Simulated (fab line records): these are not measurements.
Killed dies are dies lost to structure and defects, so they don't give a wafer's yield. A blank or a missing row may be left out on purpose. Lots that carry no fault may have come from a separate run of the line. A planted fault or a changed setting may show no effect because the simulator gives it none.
fab line records	flow n5_finfet	part 1 of 2: steps 1 to 19 of 25
record lots=5	wafers=15	last_day=16
route steps=1938 shown BEOL_M9@1420
lots that met no fault: from a run of the same line without faults
start_h: hours from the record's opening day to when the first of the lot's shown wafers began	wait_h: hours from the lot's prior step to this one	" repeats the value in the row above	L1.1+2: a single row standing in for several wafers	- no value, or no start given	* or withheld: withheld	< > ~ a bound
route shown NAME@n: names a module that has steps shown in the file, with the first one's number in the route	usual: mean/standard deviation of fault-free wafers	same: alike in all rows	chamber/n: place in a boat	sites: per-site readings	_std_site: the standard deviation of these	_edge_site: mean of outer sites minus mean of inner sites	radius_mm: how far each site lies from the wafer's centre	mask NAME#n: copy n	behind: the last tool/chamber to shape the wafer	hold: reason for holding the lot/hours on hold/outcome of the hold	device: whichever transistor did not switch (one of n, p or np)	end of line: the route-end tests of the same wafers	a step with no rows: only its recipe	killed: at the first sort, the dies lost to defects and structure; wafer yield is something else	map: dies across one wafer; x = killed, . = not, _ = none there
set.NAME: the setting the step ran with; set.NAME@STEP: the setting that earlier step ran with	model.NAME: the simulator's own value behind a step, which no gauge read
certain route steps with their lots: each step a table, each wafer a row
services: when a tool's chamber went out of use (start_h, in hours from the record's first day, below 0 if earlier), for how many hours, and the reason
## steps
# step N5_BEOL_M9_STRIP_68
# recipe chemistry=N2/H2	temp_c=40	n2_flow_sccm=200	h2_flow_sccm=200	rf_frequency_hz=6e+07
lot.wafer	tool	chamber	start_h	wait_h
L076.3+4+5	rie_diel-06	2,1,0	231.66	0.1
L077.1+2+6	rie_diel-03	1,0,0	237.46	0.1
L081.2+3+5	rie_diel-06	2,1,3	257.20	0.1
L082.1+3+6	rie_diel-03	1,2,0	275.19	0.1
L087.1+2+5	rie_diel-06	2,0,1	298.81	0.1
# step N5_BEOL_M9_STRIP_67
# recipe chemistry=CF4	resist=SiARC	power_w=300	bias_power_w=75	pressure_mtorr=50	cf4_flow_sccm=150	rf_frequency_hz=6e+07
# usual bias_power_w=75.02/0.22	cf4_flow_sccm=150.0/0.5	drypump_motor_current_A=5.7/0.31	oes_product_au=0.79/0.079	rf_vpp_V=270.8/1.7	showerhead_plenum_p_Torr=1.79/0.066	throttle_valve_pct=13.66/0.22
lot.wafer	tool	chamber	start_h	wait_h	bias_power_w	cf4_flow_sccm	drypump_motor_current_A	oes_product_au	rf_hours_counter_h	rf_vpp_V	showerhead_plenum_p_Torr	throttle_valve_pct
L076.3	rie_diel-06	2	231.67	0.0	74.93	150.5	5.3	0.95	5	273.1	1.92	13.40
L076.4	"	1	"	"	74.94	150.0	5.7	0.74	182	270.3	1.74	13.75
L076.5	"	0	"	"	75.02	150.7	5.6	0.86	-	269.8	1.76	13.29
L077.1	rie_diel-03	1	237.47	0.0	75.25	149.7	6.0	0.76	158	271.8	1.81	13.77
L077.2	"	0	"	"	74.86	150.0	6.4	0.89	28	272.2	1.75	13.33
L077.6	"	0	"	"	74.94	149.8	6.4	0.88	-	270.9	1.75	13.33
L081.2	rie_diel-06	2	257.21	0.0	74.96	150.1	5.4	0.93	12	272.7	1.92	13.43
L081.3	"	1	"	"	75.02	150.1	5.7	0.74	192	268.9	1.74	13.79
L081.5	"	3	"	"	75.06	149.9	5.9	0.75	-	270.1	1.73	13.59
L082.1	rie_diel-03	1	275.20	0.0	75.01	150.6	5.9	0.75	171	269.6	1.81	13.80
L082.3	"	2	"	"	74.75	151.0	6.0	0.68	232	269.8	1.70	13.64
L082.6	"	0	"	"	75.12	149.5	6.4	0.86	-	268.8	1.75	13.35
L087.1	rie_diel-06	2	298.82	0.0	75.12	150.4	5.4	0.90	25	273.7	1.91	13.43
L087.2	"	0	"	"	74.72	150.6	5.5	0.84	74	270.1	1.75	13.34
L087.5	"	1	"	"	74.86	150.0	5.7	0.73	-	268.3	1.73	13.83
# step N5_BEOL_M9_HM_OPEN_17
# recipe chemistry=Cl2/BCl3	target_depth_a=200	overetch_a=60	target=TiN	mask_material=SOC	ion_energy_ev=150	pressure_mtorr=10	icp_w=1000	bias_w=126	Cl2_flow_sccm=53.25	bcl3_flow_sccm=21.75	Ar_flow_sccm=25
# usual drypump_motor_current_A=5.4/0.6	oes_product_au=0.65/0.066	rf_fwd_power_W=994/3.3	throttle_valve_pct=22.20/0.13
lot.wafer	tool	chamber	start_h	wait_h	drypump_motor_current_A	oes_product_au	rf_fwd_power_W	rf_hours_counter_h	throttle_valve_pct
L076.3	rie_metal-02	1	231.77	0.1	4.7	0.63	991	-	22.19
L076.4	"	1	"	"	4.7	0.63	990	-	22.19
L076.5	"	1	"	"	4.7	0.63	988	-	22.20
L077.1	rie_metal-03	0	237.51	0.0	5.5	0.69	991	38	22.05
L077.2	"	1	"	"	4.9	0.66	1001	49	22.34
L077.6	"	1	"	"	4.9	0.65	996	-	22.34
L081.2	rie_metal-02	1	257.25	0.0	4.7	0.63	992	50	22.19
L081.3	"	1	"	"	4.7	0.64	992	-	22.18
L081.5	"	0	"	"	5.8	0.81	998	-	21.99
L082.1	rie_metal-03	1	275.24	0.0	4.9	0.64	996	52	22.36
L082.3	"	1	"	"	4.9	0.64	998	-	22.35
L082.6	"	1	"	"	4.9	0.65	993	-	22.38
L087.1	rie_metal-01	0	298.86	0.0	6.3	0.57	992	81	22.35
L087.2	"	1	"	"	4.8	0.67	998	39	22.19
L087.5	"	1	"	"	4.8	0.68	997	-	22.17
# step N5_BEOL_M9_STRIP_19
# recipe chemistry=O2	power_w=400	temp_c=40	pressure_mtorr=30	rf_frequency_hz=6e+07	bias_power_w=0	overash_fraction=0.2	o2_flow_sccm=225
# usual drypump_motor_current_A=5.8/0.31	oes_product_au=0.77/0.076	rf_vpp_V=3.6/0.57	showerhead_plenum_p_Torr=2.07/0.08	throttle_valve_pct=16.70/0.14
# same bias_power_w=0
lot.wafer	tool	chamber	start_h	wait_h	drypump_motor_current_A	oes_product_au	rf_hours_counter_h	rf_vpp_V	showerhead_plenum_p_Torr	throttle_valve_pct
L076.3	rie_diel-06	1	231.92	0.1	5.6	0.74	182	3.7	2.02	16.81
L076.4	"	3	"	"	5.9	0.76	149	3.5	2.00	16.56
L076.5	"	2	"	"	5.3	0.96	-	4.4	2.27	16.60
L077.1	rie_diel-05	1	237.62	0.1	5.7	0.72	178	3.1	2.18	16.70
L077.2	"	0	"	"	5.5	0.93	33	3.9	2.11	16.75
L077.6	"	0	"	"	5.5	0.92	-	3.6	2.11	16.75
L081.2	rie_diel-06	1	257.38	0.1	5.6	0.72	192	2.2	2.02	16.83
L081.3	"	0	"	"	5.6	0.82	62	3.4	2.04	16.43
L081.5	"	3	"	"	5.8	0.76	-	2.9	1.99	16.57
L082.1	rie_diel-06	1	275.39	0.1	5.7	0.72	198	3.8	2.02	16.85
L082.3	"	3	"	"	5.9	0.75	163	3.0	1.99	16.59
L082.6	"	3	"	"	5.9	0.75	-	2.6	1.99	16.56
L087.1	rie_diel-05	1	298.97	0.1	5.8	0.71	195	3.9	2.17	16.71
L087.2	"	0	"	"	5.5	0.91	49	3.2	2.10	16.79
L087.5	"	3	"	"	6.0	0.79	-	3.0	2.12	16.90
# step N5_BEOL_M9_CD_MEAS_18
# recipe pitch_nm=140	target_cd_nm=70
# usual cd_nm=69.9/0.79
lot.wafer	tool	chamber	start_h	wait_h	cd_nm
L076.3	cd_sem-03	-	231.99	0.1	69.1
L076.4	"	-	"	"	69.1
L076.5	"	-	"	"	69.0
L077.1	cd_sem-02	-	237.69	0.0	70.0
L077.2	"	-	"	"	69.8
L077.6	"	-	"	"	70.9
L081.2	cd_sem-01	-	257.45	0.1	69.8
L081.3	"	-	"	"	69.3
L081.5	"	-	"	"	70.2
L082.1	cd_sem-03	-	275.46	0.0	69.3
L082.3	"	-	"	"	70.0
L082.6	"	-	"	"	69.6
L087.1	cd_sem-03	-	299.04	0.0	68.8
L087.2	"	-	"	"	70.0
L087.5	"	-	"	"	69.3
# step N5_BEOL_M9_COAT_63
# recipe resist=SOC	temp_c=250	time_s=60	spin_rpm=1500	resist_thk_nm=60
# usual plate_temp_C=250.04/0.19	resist_line_temp_C=23.01/0.11
lot.wafer	tool	chamber	start_h	wait_h	plate_temp_C	resist_line_temp_C
L076.3	litho_track-03	0	232.18	0.2	250.13	22.88
L076.4	"	0	"	"	250.06	22.88
L076.5	"	0	"	"	249.96	22.97
L077.1	litho_track-02	0	238.62	0.9	250.24	23.20
L077.2	"	0	"	"	249.68	23.19
L077.6	"	0	"	"	250.03	23.00
L081.2	litho_track-03	0	260.20	2.7	250.52	22.92
L081.3	"	0	"	"	250.16	22.98
L081.5	"	0	"	"	250.32	22.90
L082.1	litho_track-02	0	277.91	2.4	250.32	23.06
L082.3	"	0	"	"	250.20	23.20
L082.6	"	0	"	"	250.13	22.99
L087.1	litho_track-02	0	302.44	3.4	250.09	22.85
L087.2	"	0	"	"	250.26	22.87
L087.5	"	0	"	"	250.29	23.01
# step N5_BEOL_M9_COAT_64
# recipe resist=SiARC	temp_c=220	time_s=60	spin_rpm=1500	resist_thk_nm=12
# usual plate_temp_C=220.03/0.18	resist_line_temp_C=23.00/0.11
lot.wafer	tool	chamber	start_h	wait_h	plate_temp_C	resist_line_temp_C
L076.3	litho_track-03	0	-	-	220.22	22.99
L076.4	"	0	"	"	220.05	23.02
L076.5	"	0	"	"	220.27	23.07
L077.1	litho_track-02	0	-	-	220.15	22.77
L077.2	"	0	"	"	220.29	22.82
L077.6	"	0	"	"	220.17	22.88
L081.2	litho_track-03	0	-	-	220.12	22.93
L081.3	"	0	"	"	219.75	23.04
L081.5	"	0	"	"	219.86	23.06
L082.1	litho_track-02	0	-	-	220.33	23.08
L082.3	"	0	"	"	219.92	23.12
L082.6	"	0	"	"	219.93	22.99
L087.1	litho_track-02	0	-	-	219.93	23.02
L087.2	"	0	"	"	219.69	22.94
L087.5	"	0	"	"	219.69	23.21
# step N5_BEOL_M9_COAT_75
# recipe resist=underlayer	temp_c=205	time_s=60	spin_rpm=1500	resist_thk_nm=5
# usual plate_temp_C=204.97/0.18	resist_line_temp_C=22.99/0.11
lot.wafer	tool	chamber	start_h	wait_h	plate_temp_C	resist_line_temp_C
L076.3	litho_track-03	0	-	-	204.87	22.97
L076.4	"	0	"	"	204.87	23.06
L076.5	"	0	"	"	204.89	23.03
L077.1	litho_track-02	0	-	-	204.78	22.94
L077.2	"	0	"	"	204.74	23.15
L077.6	"	0	"	"	204.86	22.99
L081.2	litho_track-03	0	-	-	205.14	23.05
L081.3	"	0	"	"	204.92	23.13
L081.5	"	0	"	"	205.01	23.02
L082.1	litho_track-02	0	-	-	204.76	22.71
L082.3	"	0	"	"	204.43	22.82
L082.6	"	0	"	"	204.44	22.93
L087.1	litho_track-02	0	-	-	205.51	23.03
L087.2	"	0	"	"	205.18	23.05
L087.5	"	0	"	"	205.26	22.97
# step N5_BEOL_M9_COAT_22
# recipe resist=CAR-EUV	spin_rpm=1500	resist_thk_nm=30
# usual resist_line_temp_C=23.02/0.11
lot.wafer	tool	chamber	start_h	wait_h	resist_line_temp_C
L076.3	litho_track-03	0	-	-	23.09
L076.4	"	0	"	"	23.18
L076.5	"	0	"	"	23.15
L077.1	litho_track-02	0	-	-	23.15
L077.2	"	0	"	"	23.10
L077.6	"	0	"	"	23.13
L081.2	litho_track-03	0	-	-	22.83
L081.3	"	0	"	"	22.75
L081.5	"	0	"	"	22.79
L082.1	litho_track-02	0	-	-	22.93
L082.3	"	0	"	"	22.83
L082.6	"	0	"	"	22.99
L087.1	litho_track-02	0	-	-	23.03
L087.2	"	0	"	"	22.94
L087.5	"	0	"	"	23.24
# step N5_BEOL_M9_EBR_24
# recipe solvent=PGMEA	ebr_width_mm=1.5
# usual resist_line_temp_C=22.98/0.11
lot.wafer	tool	chamber	start_h	wait_h	resist_line_temp_C
L076.3	litho_track-03	0	-	-	23.04
L076.4	"	0	"	"	23.09
L076.5	"	0	"	"	22.90
L077.1	litho_track-02	0	-	-	22.94
L077.2	"	0	"	"	22.87
L077.6	"	0	"	"	23.03
L081.2	litho_track-03	0	-	-	23.11
L081.3	"	0	"	"	23.02
L081.5	"	0	"	"	23.16
L082.1	litho_track-02	0	-	-	22.92
L082.3	"	0	"	"	23.03
L082.6	"	0	"	"	22.94
L087.1	litho_track-02	0	-	-	22.94
L087.2	"	0	"	"	22.85
L087.5	"	0	"	"	22.82
# step N5_BEOL_M9_SOFTBAKE_23
# recipe temp_c=110	time_s=60	resist=CAR-EUV
# usual plate_temp_C=110.02/0.12	resist_line_temp_C=22.97/0.11
lot.wafer	tool	chamber	start_h	wait_h	plate_temp_C	resist_line_temp_C
L076.3	litho_track-03	0	-	-	110.06	22.89
L076.4	"	0	"	"	110.12	22.93
L076.5	"	0	"	"	109.95	23.05
L077.1	litho_track-02	0	-	-	110.03	23.18
L077.2	"	0	"	"	110.08	22.97
L077.6	"	0	"	"	109.81	23.33
L081.2	litho_track-03	0	-	-	109.97	22.87
L081.3	"	0	"	"	109.81	22.92
L081.5	"	0	"	"	110.04	22.92
L082.1	litho_track-02	0	-	-	109.85	23.06
L082.3	"	0	"	"	110.04	23.03
L082.6	"	0	"	"	109.88	22.97
L087.1	litho_track-02	0	-	-	110.04	22.96
L087.2	"	0	"	"	110.19	23.04
L087.5	"	0	"	"	110.19	22.94
# step N5_BEOL_M9_EXPOSE_25
# recipe mask_id=V8	na=0.33	source_shape=annular	sigma_inner=0.4	sigma_outer=0.8	polarization=unpolarized	dose_mj=37.25
# usual stage_msd_nm=0.85/0.067
# same sigma_outer=0.8
lot.wafer	tool	chamber	start_h	wait_h	mask	stage_msd_nm
L076.3	euv_scanner-01	0	232.33	-	V8#0	0.92
L076.4	"	0	"	"	V8#0	0.92
L076.5	"	0	"	"	V8#0	0.92
L077.1	euv_scanner-01	0	238.79	-	V8#0	0.92
L077.2	"	0	"	"	V8#0	0.92
L077.6	"	0	"	"	V8#0	0.92
L081.2	euv_scanner-02	0	260.51	-	V8#0	0.78
L081.3	"	0	"	"	V8#0	0.78
L081.5	"	0	"	"	V8#0	0.78
L082.1	euv_scanner-02	0	278.20	-	V8#0	0.78
L082.3	"	0	"	"	V8#0	0.78
L082.6	"	0	"	"	V8#0	0.78
L087.1	euv_scanner-02	0	302.70	-	V8#0	0.78
L087.2	"	0	"	"	V8#0	0.78
L087.5	"	0	"	"	V8#0	0.78
# step N5_BEOL_M9_PEB_26
# recipe peb_temp_c=100	peb_time_s=60	resist=CAR-EUV
# usual plate_temp_C=99.99/0.13	resist_line_temp_C=23.00/0.12
lot.wafer	tool	chamber	start_h	wait_h	plate_temp_C	resist_line_temp_C
L076.3	litho_track-03	0	232.38	0.0	100.13	23.08
L076.4	"	0	"	"	100.21	23.12
L076.5	"	0	"	"	99.85	22.93
L077.1	litho_track-03	0	238.86	0.1	100.06	22.83
L077.2	"	0	"	"	100.16	22.81
L077.6	"	0	"	"	100.23	22.87
L081.2	litho_track-03	0	260.56	0.0	100.13	23.04
L081.3	"	0	"	"	100.39	23.12
L081.5	"	0	"	"	100.18	23.05
L082.1	litho_track-05	0	278.26	0.1	100.01	23.17
L082.3	"	0	"	"	100.09	22.98
L082.6	"	0	"	"	99.99	23.06
L087.1	litho_track-05	0	302.77	0.1	99.93	22.99
L087.2	"	0	"	"	99.90	22.90
L087.5	"	0	"	"	99.87	23.11
# step N5_BEOL_M9_DEVELOP_27
# recipe develop_time_s=30	developer=TMAH	resist=CAR-EUV	rinse_liquid=surfactant_rinse	dry=air_spin	dev_temp_c=23
# usual resist_line_temp_C=23.00/0.1
# same develop_time_s=30
lot.wafer	tool	chamber	start_h	wait_h	resist_line_temp_C
L076.3	litho_track-03	0	-	-	22.83
L076.4	"	0	"	"	22.92
L076.5	"	0	"	"	23.00
L077.1	litho_track-03	0	-	-	22.71
L077.2	"	0	"	"	22.84
L077.6	"	0	"	"	22.89
L081.2	litho_track-03	0	-	-	22.97
L081.3	"	0	"	"	23.04
L081.5	"	0	"	"	22.93
L082.1	litho_track-05	0	-	-	22.97
L082.3	"	0	"	"	22.87
L082.6	"	0	"	"	22.98
L087.1	litho_track-05	0	-	-	23.12
L087.2	"	0	"	"	22.94
L087.5	"	0	"	"	23.03
# step N5_BEOL_M9_CD_MEAS_28
# recipe target_cd_nm=70	landing_energy_ev=500	detector=se_inlens	polarity=opening
# usual cd_nm=70.1/0.31
lot.wafer	tool	chamber	start_h	wait_h	cd_nm
L076.3	cd_sem-02	0	232.45	-	70.3
L076.4	"	0	"	"	70.1
L076.5	"	0	"	"	70.0
L077.1	cd_sem-03	0	238.92	-	70.1
L077.2	"	0	"	"	69.8
L077.6	"	0	"	"	69.9
L081.2	cd_sem-03	0	260.63	-	69.9
L081.3	"	0	"	"	70.2
L081.5	"	0	"	"	70.0
L082.1	cd_sem-01	0	278.33	-	70.4
L082.3	"	0	"	"	70.1
L082.6	"	0	"	"	70.4
L087.1	cd_sem-03	0	302.83	-	70.1
L087.2	"	0	"	"	69.9
L087.5	"	0	"	"	69.5
# step N5_BEOL_M9_OVL_MEAS_29
# recipe points_per_wafer=522
# usual V8_OVL=-0.2/0.73
lot.wafer	tool	chamber	start_h	wait_h	V8_OVL[nm]
L076.3	overlay-01	0	232.49	0.0	-0.8
L076.4	"	0	"	"	1.1
L076.5	"	0	"	"	0.9
L077.1	overlay-02	0	238.95	0.0	-0.1
L077.2	"	0	"	"	0.9
L077.6	"	0	"	"	0.4
L081.2	overlay-02	0	260.67	0.0	-1.2
L081.3	"	0	"	"	-1.6
L081.5	"	0	"	"	-0.5
L082.1	overlay-01	0	278.36	0.0	0.3
L082.3	"	0	"	"	0.3
L082.6	"	0	"	"	0.6
L087.1	overlay-02	0	302.86	0.0	0.2
L087.2	"	0	"	"	-0.6
L087.5	"	0	"	"	-0.9
# step N5_BEOL_M9_INSPECT_30
# recipe mode=adi	inspect_instrument=brightfield
# usual raw_defect_count=405/85
lot.wafer	tool	chamber	start_h	wait_h	raw_defect_count
L076.3	defect_inspect-02	-	232.54	0.0	520
L076.4	"	-	"	"	391
L076.5	"	-	"	"	480
L077.1	defect_inspect-02	-	239.01	0.1	301
L077.2	"	-	"	"	303
L077.6	"	-	"	"	394
L081.2	defect_inspect-02	-	260.72	0.0	434
L081.3	"	-	"	"	376
L081.5	"	-	"	"	467
L082.1	defect_inspect-01	-	278.41	0.1	391
L082.3	"	-	"	"	364
L082.6	"	-	"	"	358
L087.1	defect_inspect-01	-	302.92	0.1	521
L087.2	"	-	"	"	459
L087.5	"	-	"	"	433
# step N5_BEOL_M9_DESCUM_33
# recipe chemistry=O2	time_s=7	source_power_w=50	bias_power_w=20	pressure_mtorr=20	rf_frequency_hz=2.712e+07	temp_c=40	resist=CAR-EUV	o2_flow_sccm=225
# usual bias_power_w=20.00/0.06	drypump_motor_current_A=5.77/0.29	oes_product_au=0.77/0.074	rf_fwd_power_W=49.39/0.16	rf_vpp_V=242.8/1.3	showerhead_plenum_p_Torr=2.06/0.07	throttle_valve_pct=20.47/0.14
lot.wafer	tool	chamber	start_h	wait_h	bias_power_w	drypump_motor_current_A	oes_product_au	rf_fwd_power_W	rf_hours_counter_h	rf_vpp_V	showerhead_plenum_p_Torr	throttle_valve_pct
L076.3	rie_diel-05	2	232.61	0.1	20.05	5.33	0.72	49.45	209	241.7	2.04	20.34
L076.4	"	0	"	"	19.97	5.52	0.92	49.24	32	242.9	2.11	20.51
L076.5	"	0	"	"	19.91	5.52	0.92	49.71	-	243.8	2.11	20.50
L077.1	rie_diel-06	0	239.05	0.0	20.07	5.57	0.84	49.56	54	243.0	2.04	20.26
L077.2	"	1	"	"	20.07	5.66	0.73	49.19	184	241.6	2.02	20.56
L077.6	"	0	"	"	20.03	5.58	0.84	49.40	-	242.4	2.04	20.25
L081.2	rie_diel-05	1	261.15	0.4	19.99	5.76	0.72	49.42	183	244.7	2.17	20.46
L081.3	"	0	"	"	19.95	5.49	0.92	49.75	38	243.8	2.10	20.53
L081.5	"	0	"	"	20.04	5.51	0.91	49.50	-	243.0	2.10	20.53
L082.1	rie_diel-03	3	278.45	0.0	20.03	5.70	0.74	49.25	199	241.1	1.98	20.64
L082.3	"	2	"	"	19.90	6.05	0.68	49.32	233	240.4	1.97	20.47
L082.6	"	2	"	"	20.01	6.04	0.68	49.57	-	241.2	1.97	20.43
L087.1	rie_diel-06	3	302.96	0.0	19.86	5.86	0.74	49.57	171	241.7	1.98	20.31
L087.2	"	1	"	"	19.95	5.67	0.72	49.10	207	242.4	2.01	20.59
L087.5	"	0	"	"	19.96	5.57	0.81	49.45	-	242.4	2.03	20.30
# step N5_BEOL_M9_ETCH_76
# recipe chemistry=N2/H2	target=underlayer	target_depth_a=65	mask_material=CAR-EUV	time_s=5.2	ion_energy_ev=200	pressure_mtorr=30	source_w=840	bias_w=150	n2_flow_sccm=200	h2_flow_sccm=200	ends=cleared
# usual drypump_motor_current_A=5.78/0.3	etch_rf_on_time_s=5.23/0.2	oes_product_au=0.66/0.065	rf_fwd_power_W=819.6/2.6	rf_vpp_V=523.1/2.6	showerhead_plenum_p_Torr=2.52/0.09	throttle_valve_pct=17.95/0.21
lot.wafer	tool	chamber	start_h	wait_h	drypump_motor_current_A	etch_rf_on_time_s	oes_product_au	rf_fwd_power_W	rf_hours_counter_h	rf_vpp_V	showerhead_plenum_p_Torr	throttle_valve_pct
L076.3	rie_diel-05	2	232.65	0.0	5.33	5.60	0.59	821.1	209	523.3	2.48	17.71
L076.4	"	0	"	"	5.52	5.11	0.78	815.3	32	523.3	2.61	18.15
L076.5	"	0	"	"	5.51	5.15	0.79	821.7	-	526.4	2.61	18.17
L077.1	rie_diel-06	0	239.08	0.0	5.56	5.32	0.72	822.7	54	521.9	2.47	17.70
L077.2	"	1	"	"	5.63	5.19	0.63	823.4	184	520.7	2.44	18.02
L077.6	"	0	"	"	5.56	5.31	0.72	821.9	-	521.8	2.47	17.71
L081.2	rie_diel-05	1	261.18	0.0	5.77	5.09	0.63	821.3	184	525.0	2.64	17.84
L081.3	"	0	"	"	5.53	5.08	0.77	820.7	38	527.9	2.61	18.18
L081.5	"	0	"	"	5.48	5.11	0.78	819.1	-	528.0	2.61	18.18
L082.1	rie_diel-03	3	278.48	0.0	5.71	5.28	0.62	818.6	199	518.8	2.43	18.19
L082.3	"	2	"	"	6.08	5.05	0.59	820.8	233	520.5	2.41	17.84
L082.6	"	2	"	"	6.12	5.06	0.58	819.8	-	519.9	2.41	17.84
L087.1	rie_diel-06	3	302.99	0.0	5.86	5.00	0.65	818.7	171	523.7	2.41	17.75
L087.2	"	1	"	"	5.63	5.27	0.62	821.4	207	520.8	2.43	18.06
L087.5	"	0	"	"	5.57	5.43	0.70	814.9	-	523.1	2.46	17.72
